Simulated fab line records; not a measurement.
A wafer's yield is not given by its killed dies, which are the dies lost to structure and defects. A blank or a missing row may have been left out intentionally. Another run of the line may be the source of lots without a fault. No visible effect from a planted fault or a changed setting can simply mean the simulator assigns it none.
fab line records    flow nand-harc
record lots=6  wafers=18  last-day=33
route steps=1302 shown A_BONDPAD@1210 END@1302
lots with no fault: from the same line, run without faults
start-h: hours from the record's opening day to when the first of the lot's shown wafers began    wait-h: hours from the lot's prior step to this one    " the same as in the row above    L1.1+2: one row covering several wafers at once    - either no value or no given start    * or withheld: withheld    < > ~ a bound
route shown NAME@n: names a module that has steps shown in the file, with the first one's number in the route    usual: the fault-free wafers' mean and standard deviation    same: alike in all rows    chamber/n: place in a boat    sites: per-site readings    _std_site: standard deviation of those values    _edge_site: inner sites' mean taken away from outer sites' mean    radius-mm: how far each site lies from the wafer's centre    mask NAME#n: copy n    behind: tool/chamber where the wafer was last shaped    hold: reason for holding the lot/hours on hold/outcome of the hold    device: names the non-switching transistor (n, p or np)    end of line: the same wafers' tests at the end of the route    step lacking rows: just its recipe    killed: at the first sort, the dies lost to defects and structure; wafer yield is something else    map: shows each die of a wafer: x if killed, . if not, _ if none is there
set.NAME: the setting the step ran with; set.NAME@STEP: the setting that earlier step ran with    model.NAME: the simulator's own value behind a step, which no gauge read
lots seen at some steps along the route; tables by step, rows by wafer
services: from which hour (start-h, from the record's first day; less than 0 if before it) a tool's chamber was out of use, for how many hours, and why
## steps
# step NHARC_A_BONDPAD_SOFTBAKE_04
# recipe temp-c=125  time-s=70
# step NHARC_A_BONDPAD_EBR_05
# step NHARC_A_BONDPAD_EXPOSE_06
# recipe na=0.55  dose-mj=36.99  mask-id=A_BPAD
# step NHARC_A_BONDPAD_PEB_07
# recipe peb-temp-c=128  peb-time-s=80
# step NHARC_A_BONDPAD_DEVELOP_08
# recipe time-s=50  dev-temp-c=22
# step NHARC_A_BONDPAD_CD_MEAS_09
# recipe target-cd-nm=500  landing-energy-ev=500
# usual cd-nm=500.3/1.3
lot.wafer  tool       chamber  start-h  wait-h  cd-nm
L409.4     cd-sem-03  0        511.06   -       500.9
L409.5     "          0        "        "       501.0
L409.6     "          0        "        "       498.4
L412.3     cd-sem-02  0        554.40   -       498.3
L412.4     "          0        "        "       499.6
L412.6     "          0        "        "       499.5
L422.1     cd-sem-01  0        642.69   -       499.2
L422.2     "          0        "        "       499.7
L422.6     "          0        "        "       498.4
L425.2     cd-sem-02  0        664.83   -       498.0
L425.3     "          0        "        "       499.7
L425.4     "          0        "        "       497.7
L428.3     cd-sem-01  0        710.55   -       500.2
L428.4     "          0        "        "       499.1
L428.5     "          0        "        "       501.0
L430.2     cd-sem-02  0        740.68   -       498.0
L430.5     "          0        "        "       499.9
L430.6     "          0        "        "       499.7
# step NHARC_A_BONDPAD_OVL_MEAS_35
# usual overlay-x-nm=-1/5.3  overlay-y-nm=1/5
lot.wafer  tool        chamber  start-h  wait-h  overlay-x-nm  overlay-y-nm
L409.4     overlay-01  -        511.15   -       -2            6
L409.5     "           -        "        "       -1            5
L409.6     "           -        "        "       -1            5
L412.3     overlay-02  -        554.48   -       0             0
L412.4     "           -        "        "       0             0
L412.6     "           -        "        "       -1            0
L422.1     overlay-02  -        642.78   -       -9            4
L422.2     "           -        "        "       -9            3
L422.6     "           -        "        "       -9            3
L425.2     overlay-01  -        664.92   -       -2            -3
L425.3     "           -        "        "       -2            -4
L425.4     "           -        "        "       -2            -3
L428.3     overlay-01  -        710.63   -       8             -6
L428.4     "           -        "        "       8             -5
L428.5     "           -        "        "       8             -5
L430.2     overlay-01  -        740.77   -       -1            -7
L430.5     "           -        "        "       -1            -8
L430.6     "           -        "        "       -1            -7
# step NHARC_A_BONDPAD_HARDBAKE_10
# recipe temp-c=118  time-s=65
# step NHARC_A_BONDPAD_DESCUM_11
# recipe time-s=3  o2-flow-sccm=200  ar-flow-sccm=0  bias-power-w=0  chemistry=O2
# usual drypump-motor-current-A=6.0/0.44  o2-flow-sccm=200.1/0.6  oes-product-au=1.001/0.0076  rf-vpp-V=57.7/1  showerhead-plenum-p-Torr=1.91/0.083  throttle-valve-pct=11.310/0.0091
# same time-s=3
lot.wafer  tool         chamber  start-h  wait-h  drypump-motor-current-A  o2-flow-sccm  oes-product-au  rf-hours-counter-h  rf-vpp-V  showerhead-plenum-p-Torr  throttle-valve-pct
L409.5     rie-diel-02  1        511.30   -       6.2                      200.7         0.993           -                   58.1      1.98                      11.311
L409.6     "            3        "        "       6.2                      200.6         1.012           -                   58.4      1.94                      11.319
L409.4     "            0        "        "       6.8                      199.8         0.995           -                   58.0      1.90                      11.319
L412.3     rie-diel-03  0        554.60   -       5.2                      199.9         1.009           38                  56.2      1.83                      11.317
L412.4     "            3        "        "       6.1                      200.1         1.008           35                  59.2      2.06                      11.324
L412.6     "            0        "        "       5.2                      200.0         0.996           -                   57.4      1.83                      11.299
L422.1     rie-diel-07  1        642.91   -       5.9                      200.7         0.994           2                   57.4      1.90                      11.291
L422.2     "            3        "        "       5.5                      199.3         0.986           3                   56.9      1.77                      11.308
L422.6     "            0        "        "       5.9                      200.5         0.981           -                   59.2      2.06                      11.320
L425.2     rie-diel-02  3        665.04   -       6.2                      200.1         1.003           3                   57.0      1.94                      11.305
L425.4     "            0        "        "       6.8                      199.4         1.007           4                   58.9      1.90                      11.296
L425.3     "            2        "        "       5.4                      201.3         1.006           4                   55.0      1.82                      11.311
L428.3     rie-diel-02  2        710.75   -       5.4                      198.9         1.008           5                   56.5      1.82                      11.304
L428.4     "            0        "        "       6.8                      200.0         1.004           5                   58.4      1.90                      11.288
L428.5     "            3        "        "       6.2                      200.1         0.992           -                   58.1      1.94                      11.312
L430.2     rie-diel-02  2        740.92   -       5.4                      200.4         1.004           0                   55.2      1.82                      11.296
L430.6     "            3        "        "       6.2                      200.3         1.013           -                   57.9      1.94                      11.302
L430.5     "            0        "        "       6.8                      199.4         0.998           -                   57.2      1.89                      11.308
# step NHARC_A_BONDPAD_ETCH_34
# recipe target-depth-a=600  overetch-a=180  time-s=65.91  ion-energy-ev=200  n2-flow-sccm=150  h2-flow-sccm=150  ar-flow-sccm=0  rf-w=400  bias-w=150  chemistry=N2/H2
# usual drypump-motor-current-A=6.0/0.44  oes-product-au=1.001/0.0073  rf-vpp-V=430.6/2.6  showerhead-plenum-p-Torr=2.04/0.092  throttle-valve-pct=14.169/0.0089
# same time-s=65.91
lot.wafer  tool         chamber  start-h  wait-h  drypump-motor-current-A  oes-product-au  rf-hours-counter-h  rf-vpp-V  showerhead-plenum-p-Torr  throttle-valve-pct
L409.6     rie-diel-02  3        511.39   0.1     6.2                      1.016           -                   430.5     2.07                      14.165
L409.5     "            0        "        "       6.8                      0.995           -                   430.9     2.02                      14.173
L409.4     "            1        "        "       6.2                      0.998           -                   431.7     2.11                      14.172
L412.3     rie-diel-03  2        554.69   0.1     5.0                      1.008           31                  433.4     2.15                      14.169
L412.4     "            3        "        "       6.1                      0.990           35                  436.4     2.21                      14.152
L412.6     "            3        "        "       6.1                      1.002           -                   434.4     2.21                      14.170
L422.1     rie-diel-07  2        643.00   0.1     6.0                      0.998           3                   428.9     1.99                      14.174
L422.2     "            3        "        "       5.6                      1.003           3                   426.6     1.89                      14.176
L422.6     "            1        "        "       5.9                      0.992           -                   430.7     2.03                      14.167
L425.3     rie-diel-02  3        665.13   0.1     6.2                      1.007           3                   431.1     2.07                      14.167
L425.2     "            1        "        "       6.2                      1.010           4                   431.3     2.11                      14.156
L425.4     "            2        "        "       5.4                      1.002           4                   426.9     1.93                      14.177
L428.3     rie-diel-02  2        710.84   0.1     5.4                      0.996           5                   427.0     1.93                      14.174
L428.4     "            0        "        "       6.8                      1.003           5                   429.6     2.02                      14.182
L428.5     "            1        "        "       6.3                      1.000           -                   431.7     2.11                      14.160
L430.2     rie-diel-02  1        740.99   0.1     6.2                      0.990           0                   433.5     2.11                      14.177
L430.6     "            3        "        "       6.3                      1.005           -                   430.4     2.07                      14.173
L430.5     "            0        "        "       6.8                      1.001           -                   429.9     2.02                      14.165
# step NHARC_A_BONDPAD_ETCH_12
# recipe target-depth-a=2200  time-s=110  chf3-flow-sccm=50  o2-flow-sccm=10  ar-flow-sccm=200  rf-w=500  bias-w=200  chemistry=CHF3/O2
# usual drypump-motor-current-A=6.0/0.44  o2-flow-sccm=10.002/0.029  oes-product-au=0.947/0.021  rf-vpp-V=370.5/2.3  showerhead-plenum-p-Torr=2.40/0.1  throttle-valve-pct=20.572/0.0086
# same time-s=110
lot.wafer  tool         chamber  start-h  wait-h  drypump-motor-current-A  o2-flow-sccm  oes-product-au  rf-hours-counter-h  rf-vpp-V  showerhead-plenum-p-Torr  throttle-valve-pct
L409.4     rie-diel-02  0        -        -       6.8                      10.003        0.957           -                   368.6     2.38                      20.574
L409.5     "            1        "        "       6.2                      9.982         0.966           -                   371.6     2.48                      20.572
L409.6     "            3        "        "       6.2                      9.992         0.967           -                   371.1     2.43                      20.567
L412.4     rie-diel-03  2        -        -       5.0                      10.058        0.936           31                  374.1     2.53                      20.566
L412.3     "            3        "        "       6.1                      10.050        0.930           35                  374.6     2.58                      20.582
L412.6     "            3        "        "       6.1                      9.996         0.931           -                   374.8     2.58                      20.577
L422.1     rie-diel-07  1        -        -       5.9                      10.014        0.956           2                   369.9     2.39                      20.569
L422.2     "            3        "        "       5.6                      9.990         0.973           3                   366.6     2.23                      20.568
L422.6     "            1        "        "       5.9                      9.972         0.955           -                   370.2     2.39                      20.565
L425.2     rie-diel-02  2        -        -       5.4                      9.994         0.987           4                   367.3     2.29                      20.574
L425.4     "            3        "        "       6.2                      9.956         0.967           3                   373.6     2.43                      20.579
L425.3     "            0        "        "       6.8                      10.027        0.970           4                   369.0     2.38                      20.569
L428.4     rie-diel-02  3        -        -       6.2                      9.967         0.922           5                   370.5     2.43                      20.585
L428.3     "            0        "        "       6.8                      9.984         0.931           5                   370.3     2.38                      20.583
L428.5     "            3        "        "       6.2                      9.974         0.913           -                   370.8     2.43                      20.577
L430.2     rie-diel-02  1        -        -       6.2                      9.969         0.966           0                   371.7     2.48                      20.551
L430.6     "            1        "        "       6.2                      9.992         0.975           -                   371.3     2.48                      20.574
L430.5     "            2        "        "       5.4                      9.970         0.985           -                   369.2     2.29                      20.558
# step NHARC_A_BONDPAD_CD_MEAS_13
# usual cd-nm=499.8/1.4
lot.wafer  tool       chamber  start-h  wait-h  cd-nm
L409.4     cd-sem-02  -        511.64   -       500.7
L409.5     "          -        "        "       500.8
L409.6     "          -        "        "       498.3
L412.3     cd-sem-02  -        554.92   -       497.1
L412.4     "          -        "        "       499.6
L412.6     "          -        "        "       497.5
L422.1     cd-sem-01  -        643.21   -       499.3
L422.2     "          -        "        "       500.0
L422.6     "          -        "        "       498.6
L425.2     cd-sem-02  -        665.36   -       498.4
L425.3     "          -        "        "       499.3
L425.4     "          -        "        "       497.2
L428.3     cd-sem-01  -        711.16   -       499.7
L428.4     "          -        "        "       498.2
L428.5     "          -        "        "       500.7
L430.2     cd-sem-02  -        741.21   -       498.4
L430.5     "          -        "        "       499.2
L430.6     "          -        "        "       499.1
# step NHARC_A_BONDPAD_STRIP_15
# recipe o2-flow-sccm=500  ar-flow-sccm=0  bias-w=0  chemistry=O2
# usual chamber-pressure-mTorr=60.00/0.067  drypump-motor-current-A=5.9/0.48  o2-flow-sccm=500.0/1.5  oes-product-au=0.999/0.0069  rf-vpp-V=57.8/0.97  showerhead-plenum-p-Torr=3.52/0.15  throttle-valve-pct=17.037/0.0093
lot.wafer  tool         chamber  start-h  wait-h  chamber-pressure-mTorr  drypump-motor-current-A  o2-flow-sccm  oes-product-au  rf-hours-counter-h  rf-vpp-V  showerhead-plenum-p-Torr  throttle-valve-pct
L409.4     rie-diel-07  0        511.74   0.1     60.00                   6.0                      500.7         0.994           12                  58.4      3.80                      17.048
L409.5     "            2        "        "       59.99                   6.0                      501.8         0.997           -                   57.9      3.46                      17.044
L409.6     "            3        "        "       60.08                   5.6                      501.4         1.003           -                   57.0      3.30                      17.049
L412.3     rie-diel-03  1        555.01   0.1     59.99                   5.9                      499.0         0.998           34                  57.8      3.34                      17.029
L412.4     "            3        "        "       59.97                   6.1                      502.1         1.010           35                  57.3      3.79                      17.025
L412.6     "            1        "        "       60.00                   5.9                      500.4         1.004           -                   57.8      3.34                      17.019
L422.1     rie-diel-07  3        643.32   0.1     31.66                   5.6                      502.4         1.001           3                   57.1      3.29                      17.018
L422.2     "            0        "        "       31.83                   6.0                      498.4         1.000           3                   58.0      3.79                      17.018
L422.6     "            1        "        "       31.59                   5.8                      497.5         1.004           -                   57.4      3.51                      17.042
L425.3     rie-diel-07  0        665.43   0.1     31.69                   5.9                      499.1         0.987           5                   58.1      3.79                      17.039
L425.4     "            2        "        "       31.68                   6.1                      500.7         0.996           5                   58.0      3.45                      17.040
L425.2     "            3        "        "       31.82                   5.6                      499.7         1.006           6                   56.6      3.28                      17.034
L428.4     rie-diel-03  1        711.25   0.1     60.05                   5.9                      498.7         0.985           36                  58.1      3.31                      17.038
L428.3     "            2        "        "       59.99                   5.0                      501.1         0.986           37                  58.6      3.68                      17.032
L428.5     "            0        "        "       59.95                   5.2                      498.8         0.982           -                   58.1      3.35                      17.041
L430.2     rie-diel-02  2        741.31   0.1     59.96                   5.4                      499.0         0.991           0                   57.6      3.36                      17.044
L430.6     "            0        "        "       59.67                   6.8                      502.0         1.005           -                   58.0      3.50                      17.045
L430.5     "            1        "        "       60.04                   6.2                      499.5         0.995           -                   57.9      3.64                      17.052
# step NHARC_A_BONDPAD_ETCH_24
# recipe target-depth-a=300  over-etch-frac=0.3  time-s=72.99  ion-energy-ev=150  cf4-flow-sccm=50  n2-flow-sccm=100  ar-flow-sccm=150  rf-w=300  bias-w=100  chemistry=CF4/N2
# usual drypump-motor-current-A=5.9/0.47  oes-product-au=1.000/0.0071  rf-vpp-V=313.9/2.2  showerhead-plenum-p-Torr=2.61/0.12  throttle-valve-pct=19.794/0.01
# same time-s=72.99
lot.wafer  tool         chamber  start-h  wait-h  drypump-motor-current-A  oes-product-au  rf-hours-counter-h  rf-vpp-V  showerhead-plenum-p-Torr  throttle-valve-pct
L409.4     rie-diel-07  0        -        -       5.9                      1.000           12                  317.7     2.83                      19.821
L409.5     "            3        "        "       5.6                      1.005           -                   310.9     2.45                      19.807
L409.6     "            0        "        "       6.0                      1.004           -                   319.0     2.83                      19.797
L412.3     rie-diel-03  2        -        -       5.0                      1.018           31                  316.8     2.76                      19.808
L412.4     "            3        "        "       6.1                      1.004           35                  317.5     2.82                      19.788
L412.6     "            0        "        "       5.2                      1.001           -                   310.7     2.51                      19.795
L422.1     rie-diel-07  3        -        -       5.5                      0.993           3                   311.1     2.44                      19.791
L422.2     "            0        "        "       5.9                      0.985           3                   318.1     2.82                      19.790
L422.6     "            2        "        "       6.0                      1.004           -                   313.7     2.57                      19.791
L425.2     rie-diel-07  2        -        -       6.0                      1.006           5                   311.7     2.57                      19.792
L425.3     "            3        "        "       5.5                      1.001           6                   311.8     2.44                      19.798
L425.4     "            0        "        "       5.9                      0.984           5                   318.9     2.82                      19.786
L428.4     rie-diel-03  3        -        -       6.1                      1.008           32                  317.6     2.80                      19.806
L428.3     "            0        "        "       5.2                      0.990           36                  312.5     2.49                      19.797
L428.5     "            3        "        "       6.1                      0.999           -                   316.9     2.80                      19.797
L430.2     rie-diel-02  2        -        -       5.4                      1.000           0                   312.4     2.50                      19.800
L430.6     "            3        "        "       6.2                      1.003           -                   314.8     2.66                      19.795
L430.5     "            0        "        "       6.8                      0.996           -                   314.0     2.60                      19.781
# step NHARC_END_SORT_01
# recipe temp-c=25
# usual defect-limited-yield=92.3/2.2  killed-at-array=47/14  killed-at-other=0.5/0.72  killed-at-periphery=4/3.1  killed-dies=52/15  killed-open=3.2/1.9  killed-short=2.4/1.7  sort_bin_2_pct=2.7/1.1  sort_bin_3_pct=0.6/0.34  sort_bin_4_pct=4.4/1.3  sort-n-pass=625/15  sort-rim-yield-pct=90/4.3  sort-yield-pct=92.3/2.2
# same gross-dies=677  sort_bin_5_pct[%]=0  sort_bin_6_pct[%]=0  sort_bin_7_pct[%]=0  sort_bin_8_pct[%]=0  sort-rim-n-gross=106.00
lot.wafer  tool       chamber  start-h  wait-h  defect-limited-yield[%]  killed-at-array  killed-at-other  killed-at-periphery  killed-dies  killed-open  killed-short  sort_bin_2_pct[%]  sort_bin_3_pct[%]  sort_bin_4_pct[%]  sort-n-pass  sort-rim-yield-pct[%]  sort-yield-pct[%]
L409.4     prober-01  0        541.66   3.4     90.5                     60               1                3                    64           1            6             4.0                0.6                4.9                613          81                     90.5
L409.5     prober-01  0        542.45   3.7     91.4                     50               0                8                    58           1            3             4.0                0.7                3.8                619          89                     91.4
L409.6     prober-01  0        543.24   4.0     87.7                     74               0                9                    83           5            5             4.7                1.2                6.4                594          96                     87.7
L412.3     prober-01  0        586.03   3.1     91.7                     53               0                3                    56           2            4             2.4                0.9                5.0                621          96                     91.7
L412.4     prober-01  0        586.82   3.4     92.5                     51               0                0                    51           5            3             2.2                0.6                4.7                626          85                     92.5
L412.6     prober-01  0        588.42   4.0     93.1                     47               0                0                    47           3            2             2.8                0.3                3.8                630          86                     93.1
L422.1     prober-02  0        753.34   2.5     91.9                     55               0                0                    55           4            5             3.2                0.7                4.1                622          82                     91.9
L422.2     prober-02  0        754.13   2.8     94.1                     40               0                0                    40           1            1             1.9                0.3                3.7                637          89                     94.1
L422.6     prober-02  0        757.29   3.9     91.4                     55               1                2                    58           5            3             3.2                0.6                4.7                619          83                     91.4
L425.2     prober-01  0        775.05   2.8     91.9                     46               1                8                    55           5            1             2.8                0.4                4.9                622          93                     91.9
L425.3     prober-01  0        775.83   3.1     93.5                     42               1                1                    44           1            2             2.1                0.4                4.0                633          85                     93.5
L425.4     prober-01  0        776.62   3.4     91.3                     51               2                6                    59           6            2             3.0                0.9                4.9                618          91                     91.3
# killed by level:class
L409.4 A_CHANNEL_HOLE_D1:chamber-film-flake=30 A_CHANNEL_HOLE_D2:chamber-film-flake=18 A_CONTACT:chamber-film-flake=3 P_M0:chamber-film-flake=2 A_STAIRCASE:chamber-film-flake=2 A_ONON_D1:geometric-particle:open=1 A_CHANNEL_FILL_D1:geometric-particle:short=1 A_DECK1_JOINT:geometric-particle:short=1
L409.5 A_CHANNEL_HOLE_D1:chamber-film-flake=21 A_CHANNEL_HOLE_D2:chamber-film-flake=16 A_STAIRCASE:chamber-film-flake=7 A_CONTACT:chamber-film-flake=3 A_CHANNEL_FILL_D1:geometric-particle:short=2 P_STI:chamber-film-flake=2 P_M0:chamber-film-flake=2 P_GATE:geometric-particle:open=1
L409.6 A_CHANNEL_HOLE_D1:chamber-film-flake=31 A_CHANNEL_HOLE_D2:chamber-film-flake=29 P_M0:chamber-film-flake=5 A_STAIRCASE:chamber-film-flake=3 P_GATE:chamber-film-flake=2 P_M2:geometric-particle:open=1 A_ONON_D1:geometric-particle:short=1 A_CHANNEL_FILL_D1:geometric-particle:open=1
L412.3 A_CHANNEL_HOLE_D2:chamber-film-flake=26 A_SLIT:chamber-film-flake=19 A_CHANNEL_HOLE_D1:chamber-film-flake=2 P_CONTACT:geometric-particle:short=1 P_CONTACT:geometric-particle:open=1 A_SOURCE_PLATE:geometric-particle:short=1 A_DECK1_JOINT:geometric-particle:short=1 A_DECK1_JOINT:geometric-particle:open=1
L412.4 A_CHANNEL_HOLE_D2:chamber-film-flake=23 A_SLIT:chamber-film-flake=12 A_CONTACT:chamber-film-flake=3 A_ONON_D2:geometric-particle:open=2 A_ONON_D2:geometric-particle:short=2 A_CHANNEL_HOLE_D1:geometric-particle:short=1 A_DECK1_JOINT:geometric-particle:open=1 A_CHANNEL_FILL_D2:geometric-particle:open=1
L412.6 A_CHANNEL_HOLE_D2:chamber-film-flake=21 A_SLIT:chamber-film-flake=16 A_ONON_D1:geometric-particle:short=2 A_WL_FILL:geometric-particle:open=1 A_CONTACT:geometric-particle:open=1 A_M0:geometric-particle:open=1 A_CHANNEL_HOLE_D1:chamber-film-flake=1 A_DECK1_JOINT:chamber-film-flake=1
L422.1 A_SLIT:chamber-film-flake=24 A_CONTACT:chamber-film-flake=7 A_CHANNEL_HOLE_D1:chamber-film-flake=5 A_WL_FILL:chamber-film-flake=5 A_CHANNEL_HOLE_D2:chamber-film-flake=4 A_SOURCE_PLATE:geometric-particle:short=1 A_ONON_D1:geometric-particle:short=1 A_CHANNEL_FILL_D1:geometric-particle:open=1
L422.2 A_SLIT:chamber-film-flake=17 A_CHANNEL_HOLE_D1:chamber-film-flake=8 A_CONTACT:chamber-film-flake=6 A_CHANNEL_HOLE_D2:chamber-film-flake=5 A_STAIRCASE:geometric-particle:short=1 A_WL_FILL:geometric-particle:open=1 A_ZERO_WELL:chamber-film-flake=1 A_STAIRCASE:chamber-film-flake=1
L422.6 A_SLIT:chamber-film-flake=32 A_CHANNEL_HOLE_D1:chamber-film-flake=5 A_CHANNEL_HOLE_D2:chamber-film-flake=4 A_STAIRCASE:chamber-film-flake=2 A_CONTACT:chamber-film-flake=2 A_ONON_D1:geometric-particle:short=1 A_ONON_D1:geometric-particle:open=1 A_CHANNEL_FILL_D1:geometric-particle:open=1
L425.2 A_CHANNEL_HOLE_D2:chamber-film-flake=18 A_CONTACT:chamber-film-flake=9 A_SLIT:chamber-film-flake=7 A_CHANNEL_HOLE_D1:chamber-film-flake=6 P_GATE:chamber-film-flake=3 A_STAIRCASE:chamber-film-flake=2 P_STI:geometric-particle:short=1 P_GATE:geometric-particle:open=1
L425.3 A_CHANNEL_HOLE_D1:chamber-film-flake=12 A_CHANNEL_HOLE_D2:chamber-film-flake=11 A_SLIT:chamber-film-flake=5 A_DECK1_JOINT:chamber-film-flake=4 A_CONTACT:chamber-film-flake=4 A_STAIRCASE:chamber-film-flake=2 A_ONON_D1:geometric-particle:open=1 A_ONON_D1:geometric-particle:short=1
L425.4 A_CHANNEL_HOLE_D2:chamber-film-flake=26 A_CONTACT:chamber-film-flake=7 A_CHANNEL_HOLE_D1:chamber-film-flake=6 P_GATE:chamber-film-flake=3 A_SLIT:chamber-film-flake=3 THIN_TSV:chamber-film-flake=2 P_CONTACT:geometric-particle:open=1 A_ONON_D1:geometric-particle:open=1
## services
tool         chamber  start-h  hours  kind
rie-diel-02  1        496.66   2.4    repair
rie-diel-02  -        497.31   0.4    repair
rie-diel-02  0        501.28   -      clean
rie-diel-02  1        501.28   -      clean
rie-diel-02  2        501.28   -      clean
rie-diel-02  3        501.28   -      clean
rie-diel-02  2        501.78   12.5   repair
rie-diel-02  0        525.78   -      clean
rie-diel-02  1        525.78   -      clean
rie-diel-02  2        525.78   -      clean
rie-diel-02  3        525.78   -      clean
rie-diel-02  -        546.70   9.0    pm
rie-diel-02  0        546.70   9.0    vent-cycle
rie-diel-02  1        546.70   9.0    vent-cycle
rie-diel-02  2        546.70   9.0    vent-cycle
rie-diel-02  1        592.77   2.6    repair
rie-diel-02  -        600.23   2.8    repair
rie-diel-03  3        607.91   3.9    repair
rie-diel-03  -        611.37   9.0    pm
rie-diel-07  -        624.44   9.0    pm
rie-diel-03  3        669.68   11.9   repair
rie-diel-02  2        706.85   2.0    repair
rie-diel-02  3        721.65   12.4   repair
rie-diel-02  -        723.70   9.0    pm
## key
first-sign step=NHARC_A_BONDPAD_STRIP_15  reading=chamber-pressure-mTorr  direction=down  sigmas=99+  usual=60.00  struck=31.71
effect none on later readings
met-at NHARC_A_BONDPAD_STRIP_15
struck-wafers L422.1,L422.2,L422.6,L425.2,L425.3,L425.4
onset-between 511.74 643.32
fault kind=process-parameter-drift  tool=rie-diel-07  chamber=-  onset-h=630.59  steps=NHARC_A_BONDPAD_STRIP_15  channel=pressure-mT  offset=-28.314  shape=step  end-h=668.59  acts-in=these-recipes-only  stated=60
